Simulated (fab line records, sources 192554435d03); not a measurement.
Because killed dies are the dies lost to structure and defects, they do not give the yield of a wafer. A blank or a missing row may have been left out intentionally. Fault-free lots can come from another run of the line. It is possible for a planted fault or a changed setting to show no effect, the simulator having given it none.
fab line records / flow n5Finfet / part 2 of 2: steps 20 to 28 of 28
record lots=5 wafers=15 lastDay=17
route steps=1938 shown HKMG_FIN@399
lots untouched by any fault: they come from a run of this same line in which no faults occurred
startH: start of the lot's first displayed wafer, in hours after the record's first day / waitH: hours since the lot's step before / " identical to the entry in the row above / L1.1+2: a single row standing in for several wafers / - value missing, or start not given / * or withheld: withheld / < > ~ a bound
route shown NAME@n: a module of which the file shows steps, and the number in the route of the first / usual: average and standard deviation across the fault-free wafers / same: alike in all rows / chamber/n: place in a boat / sites: readings site by site / _std_site: how widely they spread, as a standard deviation / _edge_site: inner sites' mean taken away from outer sites' mean / radiusMm: for every site, how far away it sits from the centre of the wafer / mask NAME#n: copy n / behind: the tool/chamber that last shaped the wafer / hold: cause of the lot's hold/its duration in hours/its outcome / device: the transistor (n, p or np) that didn't switch / end of line: at the end of the route, the tests of the same wafers / for a step that has no rows: nothing shown but its recipe / killed: dies lost to structure and defects at the first sort, not the wafer's yield / map: a wafer's dies, x killed, . not, _ none there
set.NAME: the run value of the setting; set.NAME@STEP: its run value at that earlier step / model.NAME: the simulator's own value behind a step, which no gauge read
lots seen at some steps along the route; tables by step, rows by wafer
services: the hour from which a tool's chamber was out of use, counted from the record's first day as startH (under 0 if before that day), plus the number of hours and why
## steps
# step N5_HKMG_FIN_WET_ETCH_82
# recipe chemistry=dHCl mix=1:10000 tempC=25 target=La2O3 stopOn=HfO2 targetDepthNm=2 dry=ipaMarangoni rinseTimeS=30 rinseTempC=23
lot.wafer=L077.2+3+5 tool=wetBench-06 chamber=7,2,1 startH=92.47 waitH=0.0
lot.wafer=L079.4+5+6 tool=wetBench-06 chamber=1,5,2 startH=104.61 waitH=0.0
lot.wafer=L090.4+5+6 tool=wetBench-04 chamber=1,4,2 startH=180.29 waitH=0.0
lot.wafer=L094.3+4+6 tool=wetBench-06 chamber=1,2,6 startH=196.68 waitH=0.0
lot.wafer=L095.3+4+6 tool=wetBench-04 chamber=7,6,1 startH=203.20 waitH=0.0
# step N5_HKMG_FIN_ALD_36
# recipe material=TiN targetThkA=10 tempC=400 aldPrecursorFamily=TiCl4 aldCoReactant=NH3 pulseTimeS=1 purgeTimeS=3 coReactantPurgeTimeS=2 coReactantPulseTimeS=2 aldCycles=47 pressureTorr=3
# usual heaterPowerW=878/51 precursorPulseHeightRel=1.001/0.02
# same aldCycles=47 coReactantPurgeTimeS=2
lot.wafer=L077.2 tool=aldMetal-03 chamber=0 startH=92.53 waitH=0.0 heaterPowerW=822 precursorPulseHeightRel=1.001 sinceWetCleanH=2832
lot.wafer=L077.3 tool=aldMetal-03 chamber=3 startH=92.53 waitH=0.0 heaterPowerW=838 precursorPulseHeightRel=1.026 sinceWetCleanH=2832
lot.wafer=L077.5 tool=aldMetal-03 chamber=3 startH=92.53 waitH=0.0 heaterPowerW=861 precursorPulseHeightRel=0.992 sinceWetCleanH=-
lot.wafer=L079.4 tool=aldMetal-04 chamber=0 startH=104.67 waitH=0.0 heaterPowerW=829 precursorPulseHeightRel=1.011 sinceWetCleanH=1306
lot.wafer=L079.5 tool=aldMetal-04 chamber=2 startH=104.67 waitH=0.0 heaterPowerW=845 precursorPulseHeightRel=1.005 sinceWetCleanH=-
lot.wafer=L079.6 tool=aldMetal-04 chamber=1 startH=104.67 waitH=0.0 heaterPowerW=922 precursorPulseHeightRel=1.012 sinceWetCleanH=-
lot.wafer=L090.4 tool=aldMetal-04 chamber=0 startH=180.48 waitH=0.2 heaterPowerW=832 precursorPulseHeightRel=0.970 sinceWetCleanH=-
lot.wafer=L090.5 tool=aldMetal-04 chamber=3 startH=180.48 waitH=0.2 heaterPowerW=924 precursorPulseHeightRel=1.012 sinceWetCleanH=-
lot.wafer=L090.6 tool=aldMetal-04 chamber=2 startH=180.48 waitH=0.2 heaterPowerW=865 precursorPulseHeightRel=1.030 sinceWetCleanH=-
lot.wafer=L094.3 tool=aldMetal-04 chamber=0 startH=196.74 waitH=0.0 heaterPowerW=836 precursorPulseHeightRel=0.995 sinceWetCleanH=1398
lot.wafer=L094.4 tool=aldMetal-04 chamber=2 startH=196.74 waitH=0.0 heaterPowerW=879 precursorPulseHeightRel=0.997 sinceWetCleanH=-
lot.wafer=L094.6 tool=aldMetal-04 chamber=3 startH=196.74 waitH=0.0 heaterPowerW=950 precursorPulseHeightRel=0.996 sinceWetCleanH=-
lot.wafer=L095.3 tool=aldMetal-04 chamber=2 startH=203.26 waitH=0.0 heaterPowerW=881 precursorPulseHeightRel=1.001 sinceWetCleanH=1405
lot.wafer=L095.4 tool=aldMetal-04 chamber=0 startH=203.26 waitH=0.0 heaterPowerW=837 precursorPulseHeightRel=0.995 sinceWetCleanH=-
lot.wafer=L095.6 tool=aldMetal-04 chamber=3 startH=203.26 waitH=0.0 heaterPowerW=951 precursorPulseHeightRel=0.997 sinceWetCleanH=-
# step N5_HKMG_FIN_THK_MEAS_70
# recipe thkMeasGauge=xrf reads=HfO2_of_HKMG_FIN_HK_ALD_01
# usual HK_THK=1.589/0.022
lot.wafer=L077.2 tool=filmMetro-02 chamber=- startH=92.82 waitH=0.2 HK_THK[nm]=1.589
lot.wafer=L077.3 tool=filmMetro-02 chamber=- startH=92.82 waitH=0.2 HK_THK[nm]=1.555
lot.wafer=L077.5 tool=filmMetro-02 chamber=- startH=92.82 waitH=0.2 HK_THK[nm]=1.593
lot.wafer=L079.4 tool=filmMetro-02 chamber=- startH=104.96 waitH=0.2 HK_THK[nm]=1.585
lot.wafer=L079.5 tool=filmMetro-02 chamber=- startH=104.96 waitH=0.2 HK_THK[nm]=1.606
lot.wafer=L079.6 tool=filmMetro-02 chamber=- startH=104.96 waitH=0.2 HK_THK[nm]=1.623
lot.wafer=L090.4 tool=filmMetro-02 chamber=- startH=180.64 waitH=0.0 HK_THK[nm]=1.594
lot.wafer=L090.5 tool=filmMetro-02 chamber=- startH=180.64 waitH=0.0 HK_THK[nm]=1.601
lot.wafer=L090.6 tool=filmMetro-02 chamber=- startH=180.64 waitH=0.0 HK_THK[nm]=1.618
lot.wafer=L094.3 tool=filmMetro-01 chamber=- startH=197.02 waitH=0.2 HK_THK[nm]=1.565
lot.wafer=L094.4 tool=filmMetro-01 chamber=- startH=197.02 waitH=0.2 HK_THK[nm]=1.585
lot.wafer=L094.6 tool=filmMetro-01 chamber=- startH=197.02 waitH=0.2 HK_THK[nm]=1.596
lot.wafer=L095.3 tool=filmMetro-01 chamber=- startH=203.54 waitH=0.2 HK_THK[nm]=1.569
lot.wafer=L095.4 tool=filmMetro-01 chamber=- startH=203.54 waitH=0.2 HK_THK[nm]=1.567
lot.wafer=L095.6 tool=filmMetro-01 chamber=- startH=203.54 waitH=0.2 HK_THK[nm]=1.587
# step N5_HKMG_FIN_PWFM_ALD_03
# recipe material=TiN targetThkA=20 tempC=400 aldPrecursorFamily=TiCl4 aldCoReactant=NH3 pulseTimeS=1 purgeTimeS=3 coReactantPurgeTimeS=2 coReactantPulseTimeS=2 aldCycles=91 pressureTorr=3
# usual heaterPowerW=883/58 precursorPulseHeightRel=1.000/0.019
# same aldCycles=91 coReactantPurgeTimeS=2
lot.wafer=L077.2 tool=aldMetal-02 chamber=1 startH=92.85 waitH=0.0 heaterPowerW=922 precursorPulseHeightRel=1.024 sinceWetCleanH=4371
lot.wafer=L077.3 tool=aldMetal-02 chamber=2 startH=92.85 waitH=0.0 heaterPowerW=866 precursorPulseHeightRel=0.980 sinceWetCleanH=4371
lot.wafer=L077.5 tool=aldMetal-02 chamber=1 startH=92.85 waitH=0.0 heaterPowerW=941 precursorPulseHeightRel=1.001 sinceWetCleanH=-
lot.wafer=L079.4 tool=aldMetal-03 chamber=3 startH=104.99 waitH=0.0 heaterPowerW=841 precursorPulseHeightRel=0.955 sinceWetCleanH=2845
lot.wafer=L079.5 tool=aldMetal-03 chamber=2 startH=104.99 waitH=0.0 heaterPowerW=882 precursorPulseHeightRel=0.996 sinceWetCleanH=-
lot.wafer=L079.6 tool=aldMetal-03 chamber=3 startH=104.99 waitH=0.0 heaterPowerW=852 precursorPulseHeightRel=0.982 sinceWetCleanH=-
lot.wafer=L090.4 tool=aldMetal-02 chamber=0 startH=180.67 waitH=0.0 heaterPowerW=964 precursorPulseHeightRel=1.004 sinceWetCleanH=4459
lot.wafer=L090.5 tool=aldMetal-02 chamber=3 startH=180.67 waitH=0.0 heaterPowerW=762 precursorPulseHeightRel=1.020 sinceWetCleanH=-
lot.wafer=L090.6 tool=aldMetal-02 chamber=2 startH=180.67 waitH=0.0 heaterPowerW=859 precursorPulseHeightRel=1.025 sinceWetCleanH=-
lot.wafer=L094.3 tool=aldMetal-03 chamber=3 startH=197.06 waitH=0.0 heaterPowerW=845 precursorPulseHeightRel=1.014 sinceWetCleanH=2937
lot.wafer=L094.4 tool=aldMetal-03 chamber=2 startH=197.06 waitH=0.0 heaterPowerW=885 precursorPulseHeightRel=1.005 sinceWetCleanH=2937
lot.wafer=L094.6 tool=aldMetal-03 chamber=0 startH=197.06 waitH=0.0 heaterPowerW=832 precursorPulseHeightRel=0.987 sinceWetCleanH=-
lot.wafer=L095.3 tool=aldMetal-02 chamber=2 startH=203.58 waitH=0.0 heaterPowerW=875 precursorPulseHeightRel=1.019 sinceWetCleanH=4482
lot.wafer=L095.4 tool=aldMetal-02 chamber=3 startH=203.58 waitH=0.0 heaterPowerW=769 precursorPulseHeightRel=0.968 sinceWetCleanH=4482
lot.wafer=L095.6 tool=aldMetal-02 chamber=0 startH=203.58 waitH=0.0 heaterPowerW=954 precursorPulseHeightRel=1.026 sinceWetCleanH=-
# step N5_HKMG_FIN_COAT_29
# recipe resist=SOC tempC=250 timeS=60 spinRpm=1500 resistThkNm=300
# usual dispensePressureKPa=48/4.6 exhaustPa=44.9/0.81 heaterPowerTotalW=500.6/1.9
lot.wafer=L077.2 tool=lithoTrack-04 chamber=0 startH=93.32 waitH=0.2 dispensePressureKPa=42 exhaustPa=43.3 heaterPowerTotalW=503.0
lot.wafer=L077.3 tool=lithoTrack-04 chamber=0 startH=93.32 waitH=0.2 dispensePressureKPa=42 exhaustPa=45.7 heaterPowerTotalW=498.2
lot.wafer=L077.5 tool=lithoTrack-04 chamber=0 startH=93.32 waitH=0.2 dispensePressureKPa=42 exhaustPa=45.3 heaterPowerTotalW=502.6
lot.wafer=L079.4 tool=lithoTrack-03 chamber=0 startH=105.46 waitH=0.2 dispensePressureKPa=53 exhaustPa=45.3 heaterPowerTotalW=498.5
lot.wafer=L079.5 tool=lithoTrack-03 chamber=0 startH=105.46 waitH=0.2 dispensePressureKPa=53 exhaustPa=45.3 heaterPowerTotalW=502.9
lot.wafer=L079.6 tool=lithoTrack-03 chamber=0 startH=105.46 waitH=0.2 dispensePressureKPa=53 exhaustPa=45.6 heaterPowerTotalW=502.6
lot.wafer=L090.4 tool=lithoTrack-04 chamber=0 startH=181.14 waitH=0.2 dispensePressureKPa=42 exhaustPa=45.3 heaterPowerTotalW=503.2
lot.wafer=L090.5 tool=lithoTrack-04 chamber=0 startH=181.14 waitH=0.2 dispensePressureKPa=42 exhaustPa=45.5 heaterPowerTotalW=497.8
lot.wafer=L090.6 tool=lithoTrack-04 chamber=0 startH=181.14 waitH=0.2 dispensePressureKPa=42 exhaustPa=45.6 heaterPowerTotalW=500.9
lot.wafer=L094.3 tool=lithoTrack-03 chamber=0 startH=197.53 waitH=0.2 dispensePressureKPa=53 exhaustPa=45.0 heaterPowerTotalW=502.1
lot.wafer=L094.4 tool=lithoTrack-03 chamber=0 startH=197.53 waitH=0.2 dispensePressureKPa=53 exhaustPa=44.8 heaterPowerTotalW=498.2
lot.wafer=L094.6 tool=lithoTrack-03 chamber=0 startH=197.53 waitH=0.2 dispensePressureKPa=53 exhaustPa=44.5 heaterPowerTotalW=499.0
lot.wafer=L095.3 tool=lithoTrack-04 chamber=0 startH=204.05 waitH=0.2 dispensePressureKPa=42 exhaustPa=44.9 heaterPowerTotalW=501.4
lot.wafer=L095.4 tool=lithoTrack-04 chamber=0 startH=204.05 waitH=0.2 dispensePressureKPa=42 exhaustPa=42.6 heaterPowerTotalW=501.4
lot.wafer=L095.6 tool=lithoTrack-04 chamber=0 startH=204.05 waitH=0.2 dispensePressureKPa=42 exhaustPa=44.4 heaterPowerTotalW=503.1
# step N5_HKMG_FIN_COAT_30
# recipe resist=SiARC tempC=220 timeS=60 spinRpm=1500 resistThkNm=35
# usual dispensePressureKPa=48/4.6 exhaustPa=45.0/0.88 heaterPowerTotalW=427.5/2
lot.wafer=L077.2 tool=lithoTrack-04 chamber=0 startH=- waitH=- dispensePressureKPa=42 exhaustPa=44.2 heaterPowerTotalW=425.7
lot.wafer=L077.3 tool=lithoTrack-04 chamber=0 startH=- waitH=- dispensePressureKPa=42 exhaustPa=43.7 heaterPowerTotalW=427.3
lot.wafer=L077.5 tool=lithoTrack-04 chamber=0 startH=- waitH=- dispensePressureKPa=42 exhaustPa=44.4 heaterPowerTotalW=430.3
lot.wafer=L079.4 tool=lithoTrack-03 chamber=0 startH=- waitH=- dispensePressureKPa=53 exhaustPa=45.5 heaterPowerTotalW=427.4
lot.wafer=L079.5 tool=lithoTrack-03 chamber=0 startH=- waitH=- dispensePressureKPa=53 exhaustPa=45.2 heaterPowerTotalW=426.9
lot.wafer=L079.6 tool=lithoTrack-03 chamber=0 startH=- waitH=- dispensePressureKPa=53 exhaustPa=44.2 heaterPowerTotalW=427.3
lot.wafer=L090.4 tool=lithoTrack-04 chamber=0 startH=- waitH=- dispensePressureKPa=42 exhaustPa=45.4 heaterPowerTotalW=426.9
lot.wafer=L090.5 tool=lithoTrack-04 chamber=0 startH=- waitH=- dispensePressureKPa=42 exhaustPa=46.2 heaterPowerTotalW=424.9
lot.wafer=L090.6 tool=lithoTrack-04 chamber=0 startH=- waitH=- dispensePressureKPa=42 exhaustPa=45.4 heaterPowerTotalW=428.6
lot.wafer=L094.3 tool=lithoTrack-03 chamber=0 startH=- waitH=- dispensePressureKPa=53 exhaustPa=44.9 heaterPowerTotalW=427.1
lot.wafer=L094.4 tool=lithoTrack-03 chamber=0 startH=- waitH=- dispensePressureKPa=53 exhaustPa=44.6 heaterPowerTotalW=425.7
lot.wafer=L094.6 tool=lithoTrack-03 chamber=0 startH=- waitH=- dispensePressureKPa=53 exhaustPa=45.8 heaterPowerTotalW=427.4
lot.wafer=L095.3 tool=lithoTrack-04 chamber=0 startH=- waitH=- dispensePressureKPa=42 exhaustPa=46.1 heaterPowerTotalW=429.1
lot.wafer=L095.4 tool=lithoTrack-04 chamber=0 startH=- waitH=- dispensePressureKPa=42 exhaustPa=46.1 heaterPowerTotalW=426.7
lot.wafer=L095.6 tool=lithoTrack-04 chamber=0 startH=- waitH=- dispensePressureKPa=42 exhaustPa=45.7 heaterPowerTotalW=425.9
# step N5_HKMG_FIN_COAT_06
# recipe resist=CAR-ArF spinRpm=1500 resistThkNm=90
# usual dispensePressureKPa=48/4.6 exhaustPa=45.0/0.87
lot.wafer=L077.2 tool=lithoTrack-04 chamber=0 startH=- waitH=- dispensePressureKPa=42 exhaustPa=45.8
lot.wafer=L077.3 tool=lithoTrack-04 chamber=0 startH=- waitH=- dispensePressureKPa=42 exhaustPa=44.6
lot.wafer=L077.5 tool=lithoTrack-04 chamber=0 startH=- waitH=- dispensePressureKPa=42 exhaustPa=46.4
lot.wafer=L079.4 tool=lithoTrack-03 chamber=0 startH=- waitH=- dispensePressureKPa=53 exhaustPa=44.9
lot.wafer=L079.5 tool=lithoTrack-03 chamber=0 startH=- waitH=- dispensePressureKPa=53 exhaustPa=44.2
lot.wafer=L079.6 tool=lithoTrack-03 chamber=0 startH=- waitH=- dispensePressureKPa=53 exhaustPa=44.7
lot.wafer=L090.4 tool=lithoTrack-04 chamber=0 startH=- waitH=- dispensePressureKPa=42 exhaustPa=44.9
lot.wafer=L090.5 tool=lithoTrack-04 chamber=0 startH=- waitH=- dispensePressureKPa=42 exhaustPa=46.0
lot.wafer=L090.6 tool=lithoTrack-04 chamber=0 startH=- waitH=- dispensePressureKPa=42 exhaustPa=45.6
lot.wafer=L094.3 tool=lithoTrack-03 chamber=0 startH=- waitH=- dispensePressureKPa=53 exhaustPa=44.8
lot.wafer=L094.4 tool=lithoTrack-03 chamber=0 startH=- waitH=- dispensePressureKPa=53 exhaustPa=45.1
lot.wafer=L094.6 tool=lithoTrack-03 chamber=0 startH=- waitH=- dispensePressureKPa=53 exhaustPa=46.0
lot.wafer=L095.3 tool=lithoTrack-04 chamber=0 startH=- waitH=- dispensePressureKPa=42 exhaustPa=45.4
lot.wafer=L095.4 tool=lithoTrack-04 chamber=0 startH=- waitH=- dispensePressureKPa=42 exhaustPa=44.9
lot.wafer=L095.6 tool=lithoTrack-04 chamber=0 startH=- waitH=- dispensePressureKPa=42 exhaustPa=44.5
# step N5_HKMG_FIN_EBR_08
# recipe solvent=PGMEA ebrWidthMm=1.5
# usual exhaustPa=44.9/0.95
lot.wafer=L077.2 tool=lithoTrack-04 chamber=0 startH=- waitH=- exhaustPa=46.2
lot.wafer=L077.3 tool=lithoTrack-04 chamber=0 startH=- waitH=- exhaustPa=45.9
lot.wafer=L077.5 tool=lithoTrack-04 chamber=0 startH=- waitH=- exhaustPa=45.4
lot.wafer=L079.4 tool=lithoTrack-03 chamber=0 startH=- waitH=- exhaustPa=46.1
lot.wafer=L079.5 tool=lithoTrack-03 chamber=0 startH=- waitH=- exhaustPa=45.8
lot.wafer=L079.6 tool=lithoTrack-03 chamber=0 startH=- waitH=- exhaustPa=45.3
lot.wafer=L090.4 tool=lithoTrack-04 chamber=0 startH=- waitH=- exhaustPa=46.7
lot.wafer=L090.5 tool=lithoTrack-04 chamber=0 startH=- waitH=- exhaustPa=45.2
lot.wafer=L090.6 tool=lithoTrack-04 chamber=0 startH=- waitH=- exhaustPa=45.5
lot.wafer=L094.3 tool=lithoTrack-03 chamber=0 startH=- waitH=- exhaustPa=45.7
lot.wafer=L094.4 tool=lithoTrack-03 chamber=0 startH=- waitH=- exhaustPa=44.3
lot.wafer=L094.6 tool=lithoTrack-03 chamber=0 startH=- waitH=- exhaustPa=45.1
lot.wafer=L095.3 tool=lithoTrack-04 chamber=0 startH=- waitH=- exhaustPa=44.5
lot.wafer=L095.4 tool=lithoTrack-04 chamber=0 startH=- waitH=- exhaustPa=44.9
lot.wafer=L095.6 tool=lithoTrack-04 chamber=0 startH=- waitH=- exhaustPa=44.7
# step N5_HKMG_FIN_SOFTBAKE_07
# recipe tempC=110 timeS=60 resist=CAR-ArF
# usual exhaustPa=45.2/0.9 heaterPowerTotalW=175.4/1.6
lot.wafer=L077.2 tool=lithoTrack-04 chamber=0 startH=- waitH=- exhaustPa=44.5 heaterPowerTotalW=174.6
lot.wafer=L077.3 tool=lithoTrack-04 chamber=0 startH=- waitH=- exhaustPa=43.8 heaterPowerTotalW=177.2
lot.wafer=L077.5 tool=lithoTrack-04 chamber=0 startH=- waitH=- exhaustPa=45.7 heaterPowerTotalW=176.9
lot.wafer=L079.4 tool=lithoTrack-03 chamber=0 startH=- waitH=- exhaustPa=44.6 heaterPowerTotalW=177.3
lot.wafer=L079.5 tool=lithoTrack-03 chamber=0 startH=- waitH=- exhaustPa=44.4 heaterPowerTotalW=176.9
lot.wafer=L079.6 tool=lithoTrack-03 chamber=0 startH=- waitH=- exhaustPa=43.8 heaterPowerTotalW=177.3
lot.wafer=L090.4 tool=lithoTrack-04 chamber=0 startH=- waitH=- exhaustPa=44.8 heaterPowerTotalW=176.9
lot.wafer=L090.5 tool=lithoTrack-04 chamber=0 startH=- waitH=- exhaustPa=45.7 heaterPowerTotalW=174.9
lot.wafer=L090.6 tool=lithoTrack-04 chamber=0 startH=- waitH=- exhaustPa=44.7 heaterPowerTotalW=177.5
lot.wafer=L094.3 tool=lithoTrack-03 chamber=0 startH=- waitH=- exhaustPa=47.5 heaterPowerTotalW=176.0
lot.wafer=L094.4 tool=lithoTrack-03 chamber=0 startH=- waitH=- exhaustPa=46.6 heaterPowerTotalW=177.5
lot.wafer=L094.6 tool=lithoTrack-03 chamber=0 startH=- waitH=- exhaustPa=46.3 heaterPowerTotalW=175.8
lot.wafer=L095.3 tool=lithoTrack-04 chamber=0 startH=- waitH=- exhaustPa=45.7 heaterPowerTotalW=174.8
lot.wafer=L095.4 tool=lithoTrack-04 chamber=0 startH=- waitH=- exhaustPa=45.4 heaterPowerTotalW=174.2
lot.wafer=L095.6 tool=lithoTrack-04 chamber=0 startH=- waitH=- exhaustPa=45.2 heaterPowerTotalW=177.5
## services
tool=rieDiel-05 chamber=0 startH=73.10 hours=- kind=clean
tool=rieDiel-05 chamber=0 startH=73.10 hours=- kind=consumableReplace:focusRing
tool=rieDiel-05 chamber=0 startH=73.10 hours=- kind=consumableReplace:showerhead
tool=rieDiel-05 chamber=0 startH=73.10 hours=18.2 kind=scheduledDown
tool=rieDiel-05 chamber=0 startH=73.10 hours=18.2 kind=ventCycle
tool=wetBench-01 chamber=- startH=78.61 hours=2.3 kind=repair
tool=thermalCvdSi-01 chamber=2 startH=81.08 hours=7.6 kind=repair
tool=wetBench-01 chamber=- startH=107.79 hours=1.9 kind=pm
tool=aldMetal-04 chamber=- startH=112.18 hours=0.4 kind=repair
tool=rieDiel-05 chamber=2 startH=133.03 hours=8.9 kind=repair
tool=rieDiel-04 chamber=- startH=137.93 hours=0.3 kind=repair
tool=lithoTrack-04 chamber=- startH=146.33 hours=- kind=consumableReplace:filter
tool=rieDiel-06 chamber=2 startH=146.63 hours=- kind=clean
tool=rieDiel-06 chamber=2 startH=146.63 hours=18.4 kind=scheduledDown
tool=rieDiel-06 chamber=2 startH=146.63 hours=18.4 kind=ventCycle
tool=aldMetal-02 chamber=3 startH=147.77 hours=19.4 kind=repair
tool=aldMetal-03 chamber=0 startH=155.29 hours=8.0 kind=repair
tool=thermalCvdSi-02 chamber=- startH=158.95 hours=1.5 kind=repair
tool=aldMetal-04 chamber=1 startH=173.83 hours=34.1 kind=repair
tool=plasmaAsher-02 chamber=- startH=176.13 hours=1.0 kind=repair
tool=rieDiel-06 chamber=- startH=176.36 hours=0.6 kind=repair
tool=thermalCvdSi-01 chamber=1 startH=178.51 hours=21.2 kind=repair
tool=thermalCvdSi-01 chamber=- startH=180.76 hours=1.3 kind=repair
